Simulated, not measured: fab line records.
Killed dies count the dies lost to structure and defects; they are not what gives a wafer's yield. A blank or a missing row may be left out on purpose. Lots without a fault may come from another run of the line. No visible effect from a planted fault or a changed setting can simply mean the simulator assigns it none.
fab line records | flow nand_harc | part 1 of 2: steps 1 to 16 of 25
[record] lots = 5 | wafers = 15 | last_day = 33
route steps=1302 shown A_STAIRCASE@694
lots that met no fault: from a run of the same line without faults
start_h: hours from the record's first day to the start of the lot's first wafer shown | wait_h: hours from the lot's prior step to this one | " repeats the value in the row above | L1.1+2: a row that stands for several wafers | - no value present, or no start provided | * or withheld: withheld | < > ~ a bound
route shown NAME@n: names a module that has steps shown in the file, with the first one's number in the route | usual: average and standard deviation across the fault-free wafers | same: alike in all rows | chamber/n: place in a boat | sites: per-site readings | _std_site: the values' standard deviation | _edge_site: inner sites' mean taken away from outer sites' mean | radius_mm: for every site, how far away it sits from the centre of the wafer | mask NAME#n: copy n | behind: tool/chamber where the wafer was last shaped | hold: reason for holding the lot/hours on hold/outcome of the hold | device: the n, p or np transistor that did not switch | end of line: the route-end tests of the same wafers | a step given without rows: its recipe and nothing more | killed: the dies lost at the first sort to structure and to defects; this is not the yield of the wafer | map: a wafer's dies, x killed, . not, _ none there
set.NAME: the setting as run; set.NAME@STEP: as run at that earlier step | model.NAME: the simulator's own value behind a step, which no gauge read
lots at selected steps of the route; one table per step, one row per wafer
services: a tool's chamber out of use, with start hour (start_h, from the record's first day; less than 0 if before it), hours out, and reason
[[steps]]
[step NHARC_A_STAIRCASE_EBR_180]
[usual] exhaust_pa = 44.9/0.89
lot.wafer | tool           | chamber | start_h | wait_h | exhaust_pa
L074.3    | litho_track-03 | 0       | -       | -      | 44.6
L074.4    | "              | 0       | "       | "      | 44.6
L074.6    | "              | 0       | "       | "      | 44.3
L093.1    | litho_track-03 | 0       | -       | -      | 45.6
L093.2    | "              | 0       | "       | "      | 46.3
L093.3    | "              | 0       | "       | "      | 45.5
L094.2    | litho_track-05 | 0       | -       | -      | 44.9
L094.4    | "              | 0       | "       | "      | 44.6
L094.5    | "              | 0       | "       | "      | 44.8
L096.2    | litho_track-03 | 0       | -       | -      | 45.0
L096.3    | "              | 0       | "       | "      | 45.7
L096.5    | "              | 0       | "       | "      | 46.6
L097.1    | litho_track-05 | 0       | -       | -      | 45.2
L097.2    | "              | 0       | "       | "      | 45.9
L097.5    | "              | 0       | "       | "      | 46.0
[step NHARC_A_STAIRCASE_EXPOSE_181]
[recipe] na = 0.5 | dose_mj = 27.87 | mask_id = STAIR_2
[same] na = 0.5
lot.wafer  | tool           | chamber | start_h | wait_h | mask
L074.3+4+6 | krf_scanner-01 | 0       | 365.82  | -      | STAIR_2#0
L093.1+2+3 | krf_scanner-02 | 0       | 548.07  | -      | STAIR_2#0
L094.2+4+5 | krf_scanner-03 | 0       | 559.51  | -      | STAIR_2#0
L096.2+3+5 | krf_scanner-01 | 0       | 584.55  | -      | STAIR_2#0
L097.1+2+5 | krf_scanner-03 | 0       | 584.84  | -      | STAIR_2#0
[step NHARC_A_STAIRCASE_PEB_182]
[recipe] peb_temp_c = 115 | peb_time_s = 130
[usual] exhaust_pa = 44.9/1
[same] peb_time_s = 130
lot.wafer | tool           | chamber | start_h | wait_h | exhaust_pa
L074.3    | litho_track-05 | 0       | 365.87  | 0.0    | 44.4
L074.4    | "              | 0       | "       | "      | 43.2
L074.6    | "              | 0       | "       | "      | 44.2
L093.1    | litho_track-03 | 0       | 548.13  | 0.1    | 46.0
L093.2    | "              | 0       | "       | "      | 46.5
L093.3    | "              | 0       | "       | "      | 45.5
L094.2    | litho_track-02 | 0       | 559.57  | 0.1    | 44.7
L094.4    | "              | 0       | "       | "      | 46.0
L094.5    | "              | 0       | "       | "      | 45.0
L096.2    | litho_track-02 | 0       | 584.61  | 0.1    | 45.4
L096.3    | "              | 0       | "       | "      | 45.8
L096.5    | "              | 0       | "       | "      | 43.8
L097.1    | litho_track-02 | 0       | 584.90  | 0.1    | 46.5
L097.2    | "              | 0       | "       | "      | 45.9
L097.5    | "              | 0       | "       | "      | 45.6
[step NHARC_A_STAIRCASE_DEVELOP_183]
[recipe] time_s = 140
[usual] exhaust_pa = 45.2/0.89
lot.wafer | tool           | chamber | start_h | wait_h | exhaust_pa
L074.3    | litho_track-05 | 0       | -       | -      | 46.5
L074.4    | "              | 0       | "       | "      | 45.3
L074.6    | "              | 0       | "       | "      | 45.4
L093.1    | litho_track-03 | 0       | -       | -      | 44.4
L093.2    | "              | 0       | "       | "      | 44.8
L093.3    | "              | 0       | "       | "      | 45.1
L094.2    | litho_track-02 | 0       | -       | -      | 45.6
L094.4    | "              | 0       | "       | "      | 44.5
L094.5    | "              | 0       | "       | "      | 45.3
L096.2    | litho_track-02 | 0       | -       | -      | 46.2
L096.3    | "              | 0       | "       | "      | 45.2
L096.5    | "              | 0       | "       | "      | 44.9
L097.1    | litho_track-02 | 0       | -       | -      | 45.8
L097.2    | "              | 0       | "       | "      | 45.5
L097.5    | "              | 0       | "       | "      | 45.4
[step NHARC_A_STAIRCASE_HARDBAKE_185]
[recipe] temp_c = 120 | time_s = 140
[usual] exhaust_pa = 44.9/0.87
lot.wafer | tool           | chamber | start_h | wait_h | exhaust_pa
L074.3    | litho_track-03 | 0       | 366.10  | -      | 45.9
L074.4    | "              | 0       | "       | "      | 45.1
L074.6    | "              | 0       | "       | "      | 44.3
L093.1    | litho_track-05 | 0       | 548.35  | -      | 43.5
L093.2    | "              | 0       | "       | "      | 44.2
L093.3    | "              | 0       | "       | "      | 45.1
L094.2    | litho_track-05 | 0       | 559.79  | -      | 45.1
L094.4    | "              | 0       | "       | "      | 43.0
L094.5    | "              | 0       | "       | "      | 43.7
L096.2    | litho_track-05 | 0       | 584.83  | -      | 45.2
L096.3    | "              | 0       | "       | "      | 45.6
L096.5    | "              | 0       | "       | "      | 45.2
L097.1    | litho_track-03 | 0       | 585.12  | -      | 44.9
L097.2    | "              | 0       | "       | "      | 44.5
L097.5    | "              | 0       | "       | "      | 44.4
[step NHARC_A_STAIRCASE_DESCUM_186]
[recipe] time_s = 3 | o2_flow_sccm = 200 | ar_flow_sccm = 0 | bias_power_w = 0 | chemistry = O2
[usual] drypump_motor_current_A = 5.6/0.41 | mfc_ar_sccm = 0.008/0.011 | oes_product_au = 1.001/0.0097 | rf_vpp_V = 57.9/0.91 | showerhead_plenum_p_Torr = 1.92/0.077 | throttle_valve_pct = 11.311/0.0086
lot.wafer | tool        | chamber | start_h | wait_h | drypump_motor_current_A | mfc_ar_sccm | oes_product_au | rf_hours_counter_h | rf_vpp_V | showerhead_plenum_p_Torr | throttle_valve_pct
L074.4    | rie_diel-03 | 3       | 366.19  | -      | 5.9                     | 0.033       | 1.000          | 24                 | 58.0     | 2.00                     | 11.324
L074.3    | "           | 1       | "       | "      | 5.7                     | 0.006       | 0.994          | 24                 | 56.9     | 1.83                     | 11.316
L074.6    | "           | 2       | "       | "      | 5.4                     | 0.014       | 0.991          | -                  | 58.1     | 2.00                     | 11.318
L093.3    | rie_diel-03 | 0       | 548.44  | -      | 6.0                     | 0           | 0.998          | 21                 | 57.7     | 1.79                     | 11.315
L093.1    | "           | 1       | "       | "      | 5.7                     | 0.006       | 0.995          | 21                 | 57.9     | 1.81                     | 11.313
L093.2    | "           | 3       | "       | "      | 5.9                     | 0.033       | 0.993          | 22                 | 57.2     | 1.98                     | 11.298
L094.4    | rie_diel-03 | 2       | 559.88  | -      | 5.4                     | 0.014       | 0.998          | 26                 | 57.2     | 1.98                     | 11.296
L094.2    | "           | 3       | "       | "      | 5.9                     | 0.033       | 1.006          | 26                 | 58.8     | 1.98                     | 11.310
L094.5    | "           | 2       | "       | "      | 5.4                     | 0.014       | 1.001          | -                  | 58.2     | 1.98                     | 11.301
L096.2    | rie_diel-03 | 1       | 584.93  | -      | 5.7                     | 0.006       | 1.000          | 33                 | 57.9     | 1.81                     | 11.305
L096.3    | "           | 2       | "       | "      | 5.4                     | 0.014       | 1.005          | 32                 | 57.4     | 1.98                     | 11.322
L096.5    | "           | 0       | "       | "      | 5.9                     | 0           | 1.019          | -                  | 55.4     | 1.79                     | 11.321
L097.1    | rie_diel-03 | 2       | 585.21  | -      | 5.4                     | 0.014       | 1.008          | 32                 | 57.8     | 1.98                     | 11.308
L097.2    | "           | 1       | "       | "      | 5.7                     | 0.006       | 0.995          | 33                 | 56.9     | 1.81                     | 11.320
L097.5    | "           | 2       | "       | "      | 5.4                     | 0.014       | 1.004          | -                  | 58.2     | 1.98                     | 11.306
[step NHARC_A_STAIRCASE_TRIM_187]
[recipe] time_s = 211.2 | o2_flow_sccm = 500 | ar_flow_sccm = 0 | bias_w = 0 | chemistry = O2
[usual] drypump_motor_current_A = 5.6/0.41 | mfc_ar_sccm = 0.008/0.011 | oes_product_au = 1.001/0.0087 | rf_vpp_V = 57.9/0.9 | showerhead_plenum_p_Torr = 3.54/0.13 | throttle_valve_pct = 17.037/0.0091
lot.wafer | tool        | chamber | start_h | wait_h | drypump_motor_current_A | mfc_ar_sccm | oes_product_au | rf_hours_counter_h | rf_vpp_V | showerhead_plenum_p_Torr | throttle_valve_pct
L074.3    | rie_diel-03 | 2       | 366.28  | 0.1    | 5.4                     | 0.014       | 1.004          | 20                 | 58.0     | 3.68                     | 17.039
L074.4    | "           | 3       | "       | "      | 5.9                     | 0.033       | 1.000          | 24                 | 58.6     | 3.67                     | 17.049
L074.6    | "           | 1       | "       | "      | 5.7                     | 0.006       | 0.995          | -                  | 57.5     | 3.38                     | 17.043
L093.1    | rie_diel-03 | 3       | 548.53  | 0.1    | 5.9                     | 0.033       | 0.995          | 22                 | 58.9     | 3.64                     | 17.034
L093.2    | "           | 0       | "       | "      | 6.0                     | 0           | 1.007          | 21                 | 59.1     | 3.31                     | 17.020
L093.3    | "           | 2       | "       | "      | 5.4                     | 0.014       | 0.991          | 23                 | 59.1     | 3.65                     | 17.038
L094.4    | rie_diel-03 | 2       | 559.96  | 0.1    | 5.4                     | 0.014       | 0.994          | 26                 | 59.0     | 3.65                     | 17.034
L094.2    | "           | 1       | "       | "      | 5.7                     | 0.006       | 0.993          | 27                 | 57.4     | 3.35                     | 17.036
L094.5    | "           | 3       | "       | "      | 5.9                     | 0.033       | 0.999          | -                  | 57.2     | 3.64                     | 17.032
L096.2    | rie_diel-03 | 3       | 585.00  | 0.1    | 5.9                     | 0.033       | 1.012          | 32                 | 58.3     | 3.64                     | 17.040
L096.3    | "           | 1       | "       | "      | 5.7                     | 0.006       | 0.992          | 33                 | 56.4     | 3.35                     | 17.031
L096.5    | "           | 0       | "       | "      | 6.0                     | 0           | 1.020          | -                  | 57.7     | 3.31                     | 17.036
L097.2    | rie_diel-03 | 2       | 585.35  | 0.1    | 5.4                     | 0.014       | 1.002          | 32                 | 57.7     | 3.65                     | 17.051
L097.1    | "           | 0       | "       | "      | 6.0                     | 0           | 1.014          | 33                 | 56.4     | 3.31                     | 17.040
L097.5    | "           | 3       | "       | "      | 5.9                     | 0.033       | 1.004          | -                  | 59.2     | 3.64                     | 17.025
[step NHARC_A_STAIRCASE_ETCH_188]
[recipe] target_depth_a = 1000 | time_s = 40.5 | ion_energy_ev = 400 | c4f8_flow_sccm = 20 | o2_flow_sccm = 10 | ar_flow_sccm = withheld | rf_w = 600 | bias_w = 1000 | chemistry = C4F8/O2
[usual] oes_product_au = 0.939/0.012 | rf_vpp_V = 896/5
lot.wafer | tool        | chamber | start_h | wait_h | oes_product_au | rf_hours_counter_h | rf_vpp_V
L074.4    | rie_diel-03 | 2       | -       | -      | 0.927          | 20                 | 902
L074.3    | "           | 0       | "       | "      | 0.923          | 27                 | 889
L074.6    | "           | 1       | "       | "      | 0.933          | -                  | 892
L093.2    | rie_diel-03 | 3       | -       | -      | 0.944          | 22                 | 899
L093.3    | "           | 0       | "       | "      | 0.937          | 21                 | 888
L093.1    | "           | 2       | "       | "      | 0.935          | 23                 | 901
L094.4    | rie_diel-03 | 0       | -       | -      | 0.968          | 26                 | 889
L094.2    | "           | 3       | "       | "      | 0.943          | 26                 | 900
L094.5    | "           | 1       | "       | "      | 0.953          | -                  | 889
L096.3    | rie_diel-03 | 0       | -       | -      | 0.944          | 33                 | 887
L096.2    | "           | 3       | "       | "      | 0.950          | 32                 | 900
L096.5    | "           | 1       | "       | "      | 0.936          | -                  | 890
L097.1    | rie_diel-03 | 3       | -       | -      | 0.925          | 32                 | 900
L097.2    | "           | 0       | "       | "      | 0.947          | 33                 | 889
L097.5    | "           | 1       | "       | "      | 0.931          | -                  | 888
[step NHARC_A_STAIRCASE_TRIM_189]
[recipe] time_s = 211.2 | o2_flow_sccm = 500 | ar_flow_sccm = 0 | bias_w = 0 | chemistry = O2
[usual] drypump_motor_current_A = 5.6/0.42 | mfc_ar_sccm = 0.008/0.011 | oes_product_au = 1.001/0.0096 | rf_vpp_V = 57.8/0.9 | showerhead_plenum_p_Torr = 3.53/0.13 | throttle_valve_pct = 17.034/0.0098
lot.wafer | tool        | chamber | start_h | wait_h | drypump_motor_current_A | mfc_ar_sccm | oes_product_au | rf_hours_counter_h | rf_vpp_V | showerhead_plenum_p_Torr | throttle_valve_pct
L074.3    | rie_diel-03 | 3       | -       | -      | 5.9                     | 0.033       | 1.018          | 24                 | 57.7     | 3.67                     | 17.019
L074.4    | "           | 1       | "       | "      | 5.7                     | 0.006       | 0.999          | 24                 | 57.5     | 3.38                     | 17.039
L074.6    | "           | 0       | "       | "      | 6.0                     | 0           | 1.008          | -                  | 58.5     | 3.34                     | 17.046
L093.2    | rie_diel-03 | 2       | -       | -      | 5.4                     | 0.014       | 0.984          | 23                 | 57.5     | 3.65                     | 17.030
L093.1    | "           | 3       | "       | "      | 5.9                     | 0.033       | 0.999          | 22                 | 58.7     | 3.64                     | 17.043
L093.3    | "           | 1       | "       | "      | 5.7                     | 0.006       | 1.001          | 21                 | 56.5     | 3.35                     | 17.025
L094.4    | rie_diel-03 | 0       | -       | -      | 6.0                     | 0           | 1.007          | 26                 | 58.0     | 3.31                     | 17.035
L094.2    | "           | 2       | "       | "      | 5.4                     | 0.014       | 1.000          | 26                 | 58.2     | 3.65                     | 17.018
L094.5    | "           | 0       | "       | "      | 6.0                     | 0           | 1.011          | -                  | 57.0     | 3.31                     | 17.042
L096.2    | rie_diel-03 | 2       | -       | -      | 5.4                     | 0.014       | 1.014          | 32                 | 57.4     | 3.65                     | 17.038
L096.3    | "           | 1       | "       | "      | 5.7                     | 0.006       | 0.991          | 33                 | 57.2     | 3.35                     | 17.029
L096.5    | "           | 2       | "       | "      | 5.4                     | 0.014       | 1.006          | -                  | 59.1     | 3.65                     | 17.038
L097.2    | rie_diel-03 | 2       | -       | -      | 5.4                     | 0.014       | 1.008          | 32                 | 57.3     | 3.64                     | 17.049
L097.1    | "           | 0       | "       | "      | 6.0                     | 0           | 1.017          | 33                 | 58.3     | 3.31                     | 17.040
L097.5    | "           | 1       | "       | "      | 5.7                     | 0.006       | 0.989          | -                  | 58.6     | 3.35                     | 17.055
[step NHARC_A_STAIRCASE_ETCH_190]
[recipe] target_depth_a = 1000 | time_s = 40.5 | ion_energy_ev = 400 | c4f8_flow_sccm = 20 | o2_flow_sccm = 10 | ar_flow_sccm = withheld | rf_w = 600 | bias_w = 1000 | chemistry = C4F8/O2
[usual] oes_product_au = 0.942/0.011 | rf_vpp_V = 896/4.8
lot.wafer | tool        | chamber | start_h | wait_h | oes_product_au | rf_hours_counter_h | rf_vpp_V
L074.3    | rie_diel-03 | 3       | -       | -      | 0.946          | 24                 | 902
L074.4    | "           | 0       | "       | "      | 0.930          | 27                 | 889
L074.6    | "           | 2       | "       | "      | 0.928          | -                  | 902
L093.3    | rie_diel-03 | 2       | -       | -      | 0.932          | 23                 | 900
L093.2    | "           | 0       | "       | "      | 0.950          | 21                 | 888
L093.1    | "           | 1       | "       | "      | 0.945          | 21                 | 891
L094.2    | rie_diel-03 | 3       | -       | -      | 0.946          | 26                 | 899
L094.4    | "           | 0       | "       | "      | 0.947          | 27                 | 887
L094.5    | "           | 0       | "       | "      | 0.950          | -                  | 888
L096.2    | rie_diel-03 | 1       | -       | -      | 0.930          | 33                 | 891
L096.3    | "           | 2       | "       | "      | 0.940          | 32                 | 900
L096.5    | "           | 0       | "       | "      | 0.956          | -                  | 889
L097.2    | rie_diel-03 | 1       | -       | -      | 0.934          | 33                 | 889
L097.1    | "           | 2       | "       | "      | 0.944          | 32                 | 900
L097.5    | "           | 0       | "       | "      | 0.948          | -                  | 888
[step NHARC_A_STAIRCASE_TRIM_191]
[recipe] time_s = 211.2 | o2_flow_sccm = 500 | ar_flow_sccm = 0 | bias_w = 0 | chemistry = O2
[usual] drypump_motor_current_A = 5.7/0.43 | mfc_ar_sccm = 0.008/0.011 | oes_product_au = 1.000/0.009 | rf_vpp_V = 57.7/0.91 | showerhead_plenum_p_Torr = 3.54/0.13 | throttle_valve_pct = 17.036/0.0096
lot.wafer | tool        | chamber | start_h | wait_h | drypump_motor_current_A | mfc_ar_sccm | oes_product_au | rf_hours_counter_h | rf_vpp_V | showerhead_plenum_p_Torr | throttle_valve_pct
L074.4    | rie_diel-03 | 1       | -       | -      | 5.7                     | 0.006       | 0.994          | 25                 | 57.5     | 3.38                     | 17.038
L074.3    | "           | 2       | "       | "      | 5.4                     | 0.014       | 0.995          | 21                 | 58.4     | 3.68                     | 17.034
L074.6    | "           | 1       | "       | "      | 5.7                     | 0.006       | 0.996          | -                  | 56.7     | 3.38                     | 17.040
L093.2    | rie_diel-03 | 2       | -       | -      | 5.4                     | 0.014       | 0.999          | 23                 | 57.2     | 3.65                     | 17.031
L093.1    | "           | 3       | "       | "      | 5.9                     | 0.033       | 1.002          | 22                 | 57.8     | 3.64                     | 17.043
L093.3    | "           | 0       | "       | "      | 6.0                     | 0           | 1.007          | 21                 | 57.4     | 3.31                     | 17.031
L094.4    | rie_diel-03 | 3       | -       | -      | 5.9                     | 0.033       | 0.999          | 26                 | 58.1     | 3.64                     | 17.031
L094.2    | "           | 1       | "       | "      | 5.7                     | 0.006       | 1.001          | 27                 | 58.5     | 3.35                     | 17.038
L094.5    | "           | 2       | "       | "      | 5.4                     | 0.014       | 0.992          | -                  | 59.0     | 3.65                     | 17.036
L096.2    | rie_diel-03 | 0       | -       | -      | 6.0                     | 0           | 1.015          | 33                 | 56.1     | 3.31                     | 17.030
L096.3    | "           | 2       | "       | "      | 5.4                     | 0.014       | 1.008          | 32                 | 58.1     | 3.65                     | 17.044
L096.5    | "           | 3       | "       | "      | 5.9                     | 0.033       | 1.008          | -                  | 57.5     | 3.64                     | 17.018
L097.1    | rie_diel-03 | 0       | -       | -      | 5.9                     | 0           | 1.008          | 33                 | 58.9     | 3.31                     | 17.033
L097.2    | "           | 1       | "       | "      | 5.7                     | 0.006       | 0.999          | 33                 | 59.6     | 3.35                     | 17.036
L097.5    | "           | 2       | "       | "      | 5.4                     | 0.014       | 1.008          | -                  | 58.0     | 3.64                     | 17.036
[step NHARC_A_STAIRCASE_ETCH_192]
[recipe] target_depth_a = 1000 | time_s = 40.5 | ion_energy_ev = 400 | c4f8_flow_sccm = 20 | o2_flow_sccm = 10 | ar_flow_sccm = withheld | rf_w = 600 | bias_w = 1000 | chemistry = C4F8/O2
[usual] oes_product_au = 0.945/0.01 | rf_vpp_V = 896/5
lot.wafer | tool        | chamber | start_h | wait_h | oes_product_au | rf_hours_counter_h | rf_vpp_V
L074.3    | rie_diel-03 | 3       | -       | -      | 0.948          | 24                 | 901
L074.4    | "           | 0       | "       | "      | 0.932          | 27                 | 889
L074.6    | "           | 2       | "       | "      | 0.941          | -                  | 900
L093.2    | rie_diel-03 | 0       | -       | -      | 0.945          | 21                 | 889
L093.1    | "           | 1       | "       | "      | 0.940          | 22                 | 889
L093.3    | "           | 2       | "       | "      | 0.936          | 23                 | 900
L094.2    | rie_diel-03 | 3       | -       | -      | 0.945          | 26                 | 900
L094.4    | "           | 0       | "       | "      | 0.961          | 27                 | 890
L094.5    | "           | 0       | "       | "      | 0.960          | -                  | 888
L096.3    | rie_diel-03 | 0       | -       | -      | 0.955          | 33                 | 888
L096.2    | "           | 1       | "       | "      | 0.928          | 33                 | 889
L096.5    | "           | 0       | "       | "      | 0.956          | -                  | 887
L097.1    | rie_diel-03 | 2       | -       | -      | 0.946          | 33                 | 900
L097.2    | "           | 3       | "       | "      | 0.948          | 33                 | 900
L097.5    | "           | 1       | "       | "      | 0.927          | -                  | 889
[step NHARC_A_STAIRCASE_TRIM_193]
[recipe] time_s = 211.2 | o2_flow_sccm = 500 | ar_flow_sccm = 0 | bias_w = 0 | chemistry = O2
[usual] drypump_motor_current_A = 5.7/0.44 | mfc_ar_sccm = 0.008/0.011 | oes_product_au = 0.999/0.0089 | rf_vpp_V = 57.7/0.87 | showerhead_plenum_p_Torr = 3.54/0.13 | throttle_valve_pct = 17.036/0.0089
lot.wafer | tool        | chamber | start_h | wait_h | drypump_motor_current_A | mfc_ar_sccm | oes_product_au | rf_hours_counter_h | rf_vpp_V | showerhead_plenum_p_Torr | throttle_valve_pct
L074.4    | rie_diel-03 | 3       | -       | -      | 5.9                     | 0.033       | 1.006          | 24                 | 59.3     | 3.67                     | 17.046
L074.3    | "           | 0       | "       | "      | 5.9                     | 0           | 1.008          | 27                 | 57.4     | 3.34                     | 17.046
L074.6    | "           | 3       | "       | "      | 5.9                     | 0.033       | 1.010          | -                  | 58.8     | 3.67                     | 17.043
L093.2    | rie_diel-03 | 3       | -       | -      | 5.9                     | 0.033       | 1.004          | 23                 | 57.7     | 3.64                     | 17.045
L093.1    | "           | 0       | "       | "      | 6.0                     | 0           | 0.998          | 21                 | 58.1     | 3.32                     | 17.040
L093.3    | "           | 1       | "       | "      | 5.8                     | 0.006       | 0.994          | 22                 | 56.4     | 3.35                     | 17.030
L094.2    | rie_diel-03 | 3       | -       | -      | 5.9                     | 0.033       | 1.004          | 26                 | 56.5     | 3.64                     | 17.023
L094.4    | "           | 1       | "       | "      | 5.7                     | 0.006       | 0.998          | 27                 | 58.1     | 3.35                     | 17.050
L094.5    | "           | 0       | "       | "      | 5.9                     | 0           | 0.998          | -                  | 57.5     | 3.31                     | 17.022
L096.3    | rie_diel-03 | 2       | -       | -      | 5.4                     | 0.014       | 1.006          | 32                 | 57.7     | 3.65                     | 17.022
L096.2    | "           | 3       | "       | "      | 5.9                     | 0.033       | 1.006          | 32                 | 58.8     | 3.64                     | 17.028
L096.5    | "           | 2       | "       | "      | 5.4                     | 0.014       | 1.003          | -                  | 58.8     | 3.65                     | 17.038
L097.1    | rie_diel-03 | 3       | -       | -      | 5.9                     | 0.033       | 0.993          | 33                 | 57.8     | 3.64                     | 17.028
L097.2    | "           | 0       | "       | "      | 6.0                     | 0           | 1.009          | 33                 | 56.6     | 3.31                     | 17.042
L097.5    | "           | 3       | "       | "      | 5.9                     | 0.033       | 0.996          | -                  | 57.0     | 3.64                     | 17.052
[step NHARC_A_STAIRCASE_ETCH_194]
[recipe] target_depth_a = 1000 | time_s = 40.5 | ion_energy_ev = 400 | c4f8_flow_sccm = 20 | o2_flow_sccm = 10 | ar_flow_sccm = withheld | rf_w = 600 | bias_w = 1000 | chemistry = C4F8/O2
[usual] oes_product_au = 0.943/0.011 | rf_vpp_V = 896/4.9
lot.wafer | tool        | chamber | start_h | wait_h | oes_product_au | rf_hours_counter_h | rf_vpp_V
L074.3    | rie_diel-03 | 0       | -       | -      | 0.933          | 27                 | 890
L074.4    | "           | 2       | "       | "      | 0.945          | 21                 | 901
L074.6    | "           | 1       | "       | "      | 0.946          | -                  | 891
L093.2    | rie_diel-03 | 2       | -       | -      | 0.938          | 23                 | 900
L093.3    | "           | 3       | "       | "      | 0.944          | 23                 | 901
L093.1    | "           | 1       | "       | "      | 0.943          | 22                 | 890
L094.2    | rie_diel-03 | 1       | -       | -      | 0.942          | 27                 | 889
L094.4    | "           | 2       | "       | "      | 0.938          | 27                 | 900
L094.5    | "           | 1       | "       | "      | 0.944          | -                  | 889
L096.2    | rie_diel-03 | 1       | -       | -      | 0.927          | 33                 | 889
L096.3    | "           | 2       | "       | "      | 0.936          | 33                 | 900
L096.5    | "           | 0       | "       | "      | 0.954          | -                  | 888
L097.1    | rie_diel-03 | 0       | -       | -      | 0.953          | 33                 | 887
L097.2    | "           | 3       | "       | "      | 0.940          | 33                 | 900
L097.5    | "           | 1       | "       | "      | 0.937          | -                  | 889
[step NHARC_A_STAIRCASE_TRIM_196]
[recipe] time_s = 211.2 | o2_flow_sccm = 500 | ar_flow_sccm = 0 | bias_w = 0 | chemistry = O2
[usual] drypump_motor_current_A = 5.7/0.38 | mfc_ar_sccm = 0.008/0.011 | oes_product_au = 1.001/0.0091 | rf_vpp_V = 57.8/0.87 | showerhead_plenum_p_Torr = 3.53/0.13 | throttle_valve_pct = 17.037/0.0085
lot.wafer | tool        | chamber | start_h | wait_h | drypump_motor_current_A | mfc_ar_sccm | oes_product_au | rf_hours_counter_h | rf_vpp_V | showerhead_plenum_p_Torr | throttle_valve_pct
L074.4    | rie_diel-10 | 2       | 367.32  | 0.1    | 6.0                     | 0           | 0.995          | 37                 | 58.5     | 3.75                     | 17.037
L074.3    | "           | 0       | "       | "      | 5.5                     | 0.017       | 1.006          | 33                 | 59.0     | 3.56                     | 17.043
L074.6    | "           | 2       | "       | "      | 6.1                     | 0           | 1.002          | -                  | 57.6     | 3.75                     | 17.033
L093.3    | rie_diel-10 | 2       | 549.55  | 0.1    | 6.1                     | 0           | 0.994          | 42                 | 57.7     | 3.72                     | 17.043
L093.2    | "           | 3       | "       | "      | 4.7                     | 0           | 0.994          | 42                 | 56.8     | 3.48                     | 17.049
L093.1    | "           | 0       | "       | "      | 5.5                     | 0.017       | 0.999          | 42                 | 57.5     | 3.53                     | 17.034
L094.4    | rie_diel-03 | 3       | 560.99  | 0.1    | 5.9                     | 0.033       | 1.000          | 26                 | 58.5     | 3.64                     | 17.041
L094.2    | "           | 0       | "       | "      | 6.0                     | 0           | 1.013          | 27                 | 57.6     | 3.31                     | 17.033
L094.5    | "           | 3       | "       | "      | 5.9                     | 0.033       | 1.006          | -                  | 57.3     | 3.64                     | 17.041
L096.2    | rie_diel-09 | 1       | 586.16  | 0.1    | 6.0                     | 0           | 0.998          | 18                 | 57.1     | 3.63                     | 17.037
L096.3    | "           | 2       | "       | "      | 5.2                     | 0           | 0.986          | 18                 | 57.5     | 3.40                     | 17.032
L096.5    | "           | 1       | "       | "      | 6.0                     | 0           | 0.995          | -                  | 59.5     | 3.63                     | 17.030
L097.2    | rie_diel-03 | 0       | 586.45  | 0.1    | 5.9                     | 0           | 1.003          | 33                 | 57.0     | 3.31                     | 17.041
L097.1    | "           | 2       | "       | "      | 5.4                     | 0.014       | 1.004          | 33                 | 58.7     | 3.65                     | 17.043
L097.5    | "           | 1       | "       | "      | 5.7                     | 0.006       | 0.995          | -                  | 56.4     | 3.35                     | 17.032
[step NHARC_A_STAIRCASE_ETCH_197]
[recipe] target_depth_a = 1000 | time_s = 40.5 | ion_energy_ev = 400 | c4f8_flow_sccm = 20 | o2_flow_sccm = 10 | ar_flow_sccm = withheld | rf_w = 600 | bias_w = 1000 | chemistry = C4F8/O2
[usual] oes_product_au = 0.950/0.017 | rf_vpp_V = 896/5.1
lot.wafer | tool        | chamber | start_h | wait_h | oes_product_au | rf_hours_counter_h | rf_vpp_V
L074.3    | rie_diel-10 | 2       | -       | -      | 0.962          | 37                 | 904
L074.4    | "           | 0       | "       | "      | 0.986          | 33                 | 897
L074.6    | "           | 1       | "       | "      | 0.953          | -                  | 896
L093.1    | rie_diel-10 | 0       | -       | -      | 0.936          | 42                 | 897
L093.3    | "           | 2       | "       | "      | 0.921          | 42                 | 902
L093.2    | "           | 3       | "       | "      | 0.929          | 42                 | 893
L094.4    | rie_diel-03 | 2       | -       | -      | 0.932          | 27                 | 900
L094.2    | "           | 3       | "       | "      | 0.931          | 26                 | 899
L094.5    | "           | 1       | "       | "      | 0.952          | -                  | 889
L096.2    | rie_diel-09 | 0       | -       | -      | 0.934          | 21                 | 895
L096.3    | "           | 2       | "       | "      | 0.907          | 18                 | 892
L096.5    | "           | 1       | "       | "      | 0.915          | -                  | 899
L097.2    | rie_diel-03 | 2       | -       | -      | 0.940          | 33                 | 900
L097.1    | "           | 0       | "       | "      | 0.964          | 34                 | 886
L097.5    | "           | 1       | "       | "      | 0.934          | -                  | 889
